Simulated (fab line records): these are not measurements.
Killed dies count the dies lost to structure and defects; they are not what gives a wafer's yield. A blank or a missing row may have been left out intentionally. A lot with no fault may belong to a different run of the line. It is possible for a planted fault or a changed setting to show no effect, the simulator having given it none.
What tool caused it?    flow nand harc    33 wafers from 11 lots sampled at 7 of the route's 1302 steps

== WHAT THE GAUGES SHOWED, per wafer ==
NHARC_P_GATE_INSPECT_28. Usual: raw defect count 7, standard deviation 3.4.
lot   measured      on                 raw defect count  flag
L320  day 5 06:45   defect inspect-02  7 10 4            
L323  day 6 10:30   defect inspect-01  4 4 1             
L329  day 8 18:13   defect inspect-02  924 899 920       OFF
L330  day 9 03:14   defect inspect-01  912 863 895       OFF
L335  day 11 08:33  defect inspect-01  7 8 4             
L338  day 12 13:13  defect inspect-02  8 8 4             
L339  day 12 23:42  defect inspect-01  2 3 6             
L341  day 13 16:46  defect inspect-02  14 16 4           
L340  day 13 17:06  defect inspect-01  7 7 7             
L342  day 14 01:37  defect inspect-02  11 9 14           
L343  day 14 11:38  defect inspect-02  4 3 4             

NHARC_P_GATE_INSPECT_68. Usual: raw defect count 190, standard deviation 60.
lot   measured      on                 raw defect count  flag
L320  day 6 01:30   defect inspect-01  159 297 230       
L323  day 7 04:47   defect inspect-01  157 225 162       
L329  day 9 12:35   defect inspect-02  1274 1067 1221    OFF
L330  day 9 21:53   defect inspect-02  1093 1112 1155    OFF
L335  day 12 02:55  defect inspect-02  158 160 240       
L338  day 13 07:46  defect inspect-02  120 141 159       
L339  day 13 20:11  defect inspect-01  130 221 230       
L341  day 14 11:13  defect inspect-02  103 169 191       
L340  day 14 11:33  defect inspect-01  158 166 273       
L342  day 14 20:16  defect inspect-02  293 131 182       
L343  day 15 05:47  defect inspect-01  179 200 179       

NHARC_END_SORT_01. Usual: killed at array 58, standard deviation 22; killed at other 1.0, standard deviation 1.3; killed at periphery 5, standard deviation 3.4; killed dies 64, standard deviation 22; killed open 3.6, standard deviation 1.8; killed short 2.4, standard deviation 1.7.
lot   measured      on         killed at array  killed at other  killed at periphery  killed dies  killed open  killed short  flag
L329  day 28 00:34  prober-02  51 47 57         4 1 2            99 108 56            154 156 115  2 1 2        0 2 0         OFF
L330  day 28 10:22  prober-02  51 41 36         1 0 0            66 100 97            118 141 133  4 2 2        3 0 1         OFF

== WHAT TOOL EACH LOT RAN ON (gives the tool, then ch and the chambers of the sampled wafers, and finally the start) ==
lot   NHARC_P_GATE_DESCUM_13              NHARC_P_GATE_ETCH_14                 NHARC_P_GATE_ETCH_32              NHARC_P_GATE_STRIP_101
L320  rie diel-08 ch 0,2,3, day 4 15:11   wet bench-06 ch 0,5,6, day 4 15:19   rie si-06 ch 1,2, day 5 07:20     rie diel-06 ch 2,3, day 5 17:40
L323  rie diel-08 ch 0,2,3, day 5 16:15   wet bench-06 ch 0,1,5, day 5 16:24   rie si-01 ch 0,2,3, day 6 11:01   rie diel-13 ch 1,2,3, day 6 21:20
L329  rie diel-06 ch 1,2,3, day 8 02:31   wet bench-06 ch 0,1,3, day 8 02:38   rie si-05 ch 0,3, day 8 18:45     rie diel-13 ch 0,1, day 9 05:11
L330  rie diel-13 ch 0,2,3, day 8 10:05   wet bench-06 ch 0,4,7, day 8 10:13   rie si-05 ch 1,3, day 9 03:46     rie diel-06 ch 1,2, day 9 14:16
L335  rie diel-08 ch 1,2,3, day 10 14:17  wet bench-05 ch 1,2,4, day 10 14:23  rie si-01 ch 2,3, day 11 09:05    rie diel-08 ch 0,3, day 11 19:27
L338  rie diel-08 ch 2,3, day 11 22:20    wet bench-04 ch 0,1,2, day 11 22:29  rie si-01 ch 2,3, day 12 13:46    rie diel-06 ch 2,3, day 13 00:16
L339  rie diel-13 ch 0,1,2, day 12 08:49  wet bench-04 ch 0,2,3, day 12 08:58  rie si-01 ch 1,2,3, day 13 00:14  rie diel-06 ch 0,1,2, day 13 12:46
L341  rie diel-13 ch 0,1,2, day 12 22:02  wet bench-06 ch 1,2,5, day 12 22:11  rie si-01 ch 1,2,3, day 13 17:17  rie diel-13 ch 0,2,3, day 14 03:46
L340  rie diel-13 ch 0,1,2, day 12 22:13  wet bench-04 ch 4,6,7, day 12 22:20  rie si-06 ch 2,3, day 13 17:37    rie diel-08 ch 1,2, day 14 04:06
L342  rie diel-13 ch 1,2,3, day 13 11:46  wet bench-05 ch 4,5,7, day 13 11:54  rie si-05 ch 0,1,3, day 14 02:10  rie diel-13 ch 1,3, day 14 12:33
L343  rie diel-13 ch 1,2, day 13 21:24    wet bench-05 ch 1,2,6, day 13 21:32  rie si-01 ch 2,3, day 14 12:10    rie diel-13 ch 0,1, day 14 22:34
- NHARC_P_GATE_DESCUM_13: chemistry O2, time 3 s.
- NHARC_P_GATE_ETCH_14: etches SiO2 in dHF, target depth 48.8 nm.
- NHARC_P_GATE_ETCH_32: etches the open film in HBr/Cl2, target depth 150 nm, time 100.1 s.
- NHARC_P_GATE_STRIP_101: strips in O2, time 20 s.

== AS READ BY THE TOOLS THEMSELVES (means over the sampled wafers that have a number; for cases with no such wafer, the mark the record gives instead) ==
NHARC_P_GATE_DESCUM_13. Usual: drypump motor current A 6.0 A, standard deviation 0.38; oes product au 1.001 a.u., standard deviation 0.012; rf vpp V 57.9 V, standard deviation 0.94; showerhead plenum p Torr 1.92 Torr, standard deviation 0.081; throttle valve pct 11.312 %, standard deviation 0.0097.
lot   tool         drypump motor current A (A)  oes product au (a.u.)  rf vpp V (V)  showerhead plenum p Torr (Torr)  throttle valve pct (%)  flag
L320  rie diel-08  5.6                          1.004                  56.9          1.92                             11.307                  
L323  rie diel-08  5.7                          0.999                  58.3          1.92                             11.319                  
L329  rie diel-06  6.3                          0.987                  57.3          1.86                             11.312                  
L330  rie diel-13  6.0                          1.004                  57.4          1.92                             11.305                  
L335  rie diel-08  5.5                          1.003                  57.3          1.86                             11.303                  
L338  rie diel-08  5.5                          0.999                  57.3          1.85                             11.312                  
L339  rie diel-13  6.1                          1.007                  58.0          1.97                             11.308                  
L341  rie diel-13  6.1                          1.012                  58.5          1.97                             11.313                  
L340  rie diel-13  6.1                          1.014                  58.0          1.97                             11.325                  
L342  rie diel-13  5.9                          1.011                  58.2          1.93                             11.308                  
L343  rie diel-13  6.0                          1.017                  58.0          1.98                             11.308                  

NHARC_P_GATE_ETCH_32. Usual: drypump motor current A 5.8 A, standard deviation 0.42; oes product au 1.003 a.u., standard deviation 0.013; throttle valve pct 26.406 %, standard deviation 0.0089.
lot   tool       drypump motor current A (A)  oes product au (a.u.)  throttle valve pct (%)  flag
L320  rie si-06  6.3                          1.007                  26.400                  
L323  rie si-01  5.5                          0.998                  26.405                  
L329  rie si-05  5.4                          0.993                  26.407                  
L330  rie si-05  5.4                          0.996                  26.416                  
L335  rie si-01  5.5                          0.995                  26.398                  
L338  rie si-01  5.4                          1.008                  26.406                  
L339  rie si-01  5.4                          1.004                  26.400                  
L341  rie si-01  5.5                          1.002                  26.402                  
L340  rie si-06  6.3                          0.997                  26.406                  
L342  rie si-05  5.8                          1.002                  26.403                  
L343  rie si-01  5.5                          1.003                  26.410                  

NHARC_P_GATE_STRIP_101. Usual: drypump motor current A 6.1 A, standard deviation 0.46; oes product au 0.995 a.u., standard deviation 0.012; rf vpp V 57.6 V, standard deviation 0.79; showerhead plenum p Torr 3.50 Torr, standard deviation 0.13; throttle valve pct 17.037 %, standard deviation 0.0084.
lot   tool         drypump motor current A (A)  oes product au (a.u.)  rf vpp V (V)  showerhead plenum p Torr (Torr)  throttle valve pct (%)  flag
L320  rie diel-06  6.7                          0.993                  57.0          3.51                             17.043                  
L323  rie diel-13  5.9                          0.996                  58.3          3.56                             17.033                  
L329  rie diel-13  6.3                          1.003                  58.0          3.69                             17.032                  
L330  rie diel-06  6.3                          0.995                  57.4          3.40                             17.037                  
L335  rie diel-08  5.8                          0.999                  56.8          3.47                             17.040                  
L338  rie diel-06  6.7                          0.995                  57.9          3.47                             17.029                  
L339  rie diel-06  6.2                          0.986                  57.3          3.37                             17.050                  
L341  rie diel-13  6.0                          1.001                  57.7          3.54                             17.036                  
L340  rie diel-08  5.5                          0.995                  58.0          3.46                             17.043                  
L342  rie diel-13  5.8                          0.999                  57.4          3.59                             17.033                  
L343  rie diel-13  6.3                          1.008                  57.4          3.69                             17.044                  

== THE ANSWER, worked out from the rows above alone ==
Rule: a lot is off if the mean of its wafers that have a number lies more than 3 standard deviations from the usual mean. Also off: a lot with no number at a reading for which 4 or more lots have one. The other lots that the step has rows for count as sound. Order of review: gauges by route order, followed by the tools' own readings, for which a lot's mean as printed above is used. At the first step where some lot is off, the reading lying furthest off is the one used; lots without a number count as furthest.
Off, at NHARC_P_GATE_INSPECT_28 on raw defect count: L329, L330.
If a tool, at a process step before that reading, ran all the lots that are off and no sound lot after the first of them, it fits. The gauges at NHARC_P_GATE_INSPECT_28 aren't tried: what is off there is off at NHARC_END_SORT_01 too, on other tools, and a gauge's error can't cause that. Of those tried, none fits.

== WHAT THE SIMULATOR HAD INSERTED ==
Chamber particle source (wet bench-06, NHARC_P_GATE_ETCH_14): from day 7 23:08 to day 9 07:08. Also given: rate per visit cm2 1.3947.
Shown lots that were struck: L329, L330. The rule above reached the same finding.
